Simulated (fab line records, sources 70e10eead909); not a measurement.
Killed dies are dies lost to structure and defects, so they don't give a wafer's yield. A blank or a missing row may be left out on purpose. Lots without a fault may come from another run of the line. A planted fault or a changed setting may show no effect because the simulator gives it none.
Chamber matching | flow nand_harc | NHARC_A_STAIRCASE_ALD_420 on ald_hk-03: 4 sister chambers
The step deposits SiO2, target thk 20 nm, pulse time 6 s, ald cycles 200. 4 wafers are shown with their chamber, then 8 later ones without.

WAFERS WITH THEIR CHAMBER
wafer  | chamber | heater_power_w (W)
L076.3 | 1       | 420
L088.5 | 3       | 464
L088.6 | 2       | 430
L087.4 | 0       | 486

WAFERS WITHOUT THEIR CHAMBER
wafer  | heater_power_w (W)
L087.5 | 495
L087.6 | 423
L092.2 | 490
L092.5 | 416
L092.6 | 431
L094.1 | 463
L094.5 | 457
L094.6 | 438

WHICH CHAMBER EACH WENT THROUGH
wafer  | from the rows above     | in truth
L087.5 | 0                       | 0
L087.6 | can't be placed: 1 or 2 | 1
L092.2 | 0                       | 0
L092.5 | can't be placed: 1 or 2 | 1
L092.6 | can't be placed: 2 or 1 | 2
L094.1 | 3                       | 3
L094.5 | 3                       | 3
L094.6 | can't be placed: 2 or 1 | 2
Placed correctly: 4 of 8. Can't be placed from these rows: 4 (the true chamber is among the candidates in 4). Placed wrongly: 0.
How it was worked out, from the rows above alone: a wafer's distance from a chamber is the root of the sum, over the readings, of the square of ((its reading less the chamber's mean) divided by the reading's scatter). The wafer belongs to the nearest chamber; if the next one is less than 2 further off, it can't be placed. A chamber's mean is the mean of its shown wafers. The scatter: with one shown wafer a chamber, the root of the mean of the squares of how far each hidden wafer lies from its nearest shown one.
